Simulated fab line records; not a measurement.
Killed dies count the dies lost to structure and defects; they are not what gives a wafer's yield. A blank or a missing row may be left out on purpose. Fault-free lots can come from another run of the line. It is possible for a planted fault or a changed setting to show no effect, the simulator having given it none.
Matching of chambers | flow n5Finfet | N5_SDB_STRIP_21 on rieDiel-05: 4 sister chambers
The step strips in CF4. 16 wafers are shown with their chamber, then 8 later ones without.

WAFERS, EACH WITH ITS CHAMBER
wafer  | chamber | showerheadPlenumPTorr (Torr) | drypumpMotorCurrentA (A) | throttleValvePct (%)
L076.2 | 2       | 1.86                         | 6.5                      | 13.93
L076.5 | 0       | 1.75                         | 5.7                      | 13.83
L076.6 | 2       | 1.86                         | 6.5                      | 13.93
L078.2 | 1       | 1.77                         | 5.7                      | 13.46
L078.3 | 2       | 1.86                         | 6.5                      | 13.94
L078.6 | 1       | 1.77                         | 5.6                      | 13.46
L080.1 | 3       | 1.92                         | 5.2                      | 13.41
L080.4 | 2       | 1.85                         | 6.5                      | 13.97
L080.5 | 0       | 1.75                         | 5.8                      | 13.24
L081.3 | 2       | 1.85                         | 6.5                      | 13.98
L081.4 | 3       | 1.92                         | 5.2                      | 13.41
L081.6 | 3       | 1.92                         | 5.2                      | 13.42
L082.1 | 3       | 1.92                         | 5.2                      | 13.41
L082.2 | 1       | 1.77                         | 5.6                      | 13.48
L082.4 | 2       | 1.85                         | 6.5                      | 13.97
L087.3 | 3       | 1.92                         | 5.2                      | 13.45

SIGNATURES (averages over the wafers above)
reading               | chamber 0 | chamber 1 | chamber 2 | chamber 3 | scatter within a chamber
showerheadPlenumPTorr | 1.7500    | 1.7700    | 1.8550    | 1.9200    | 0.00354
drypumpMotorCurrentA  | 5.750     | 5.633     | 6.500     | 5.200     | 0.0312
throttleValvePct      | 13.5350   | 13.4667   | 13.9533   | 13.4200   | 0.122
Rule: distance of a wafer from a chamber = root of the sum over the readings of ((wafer's reading minus chamber's mean) / reading's scatter) squared. The wafer belongs to the nearest chamber; if the next one is less than 2 further off, it can't be placed. The scatter is the square root of a quotient: the sum, over the shown wafers, of each reading's squared deviation from its chamber's mean, divided by wafers minus chambers.

WAFERS WITH NO CHAMBER GIVEN
wafer  | showerheadPlenumPTorr (Torr) | drypumpMotorCurrentA (A) | throttleValvePct (%)
L087.4 | 1.76                         | 5.6                      | 13.49
L087.5 | 1.85                         | 6.5                      | 14.00
L089.2 | 1.74                         | 5.8                      | 13.26
L089.4 | 1.85                         | 6.5                      | 14.01
L089.5 | 1.85                         | 6.5                      | 14.00
L090.1 | 1.76                         | 5.6                      | 13.52
L090.3 | 1.74                         | 5.7                      | 13.27
L090.5 | 1.85                         | 6.6                      | 14.01

EACH ONE'S CHAMBER
wafer  | from the rows above | in truth
L087.4 | 1                   | 1
L087.5 | 2                   | 2
L089.2 | 0                   | 0
L089.4 | 2                   | 2
L089.5 | 2                   | 2
L090.1 | 1                   | 1
L090.3 | 0                   | 0
L090.5 | 2                   | 2
Placed correctly: 8 of 8. From these rows, 0 cannot be placed. Wrongly placed: 0.
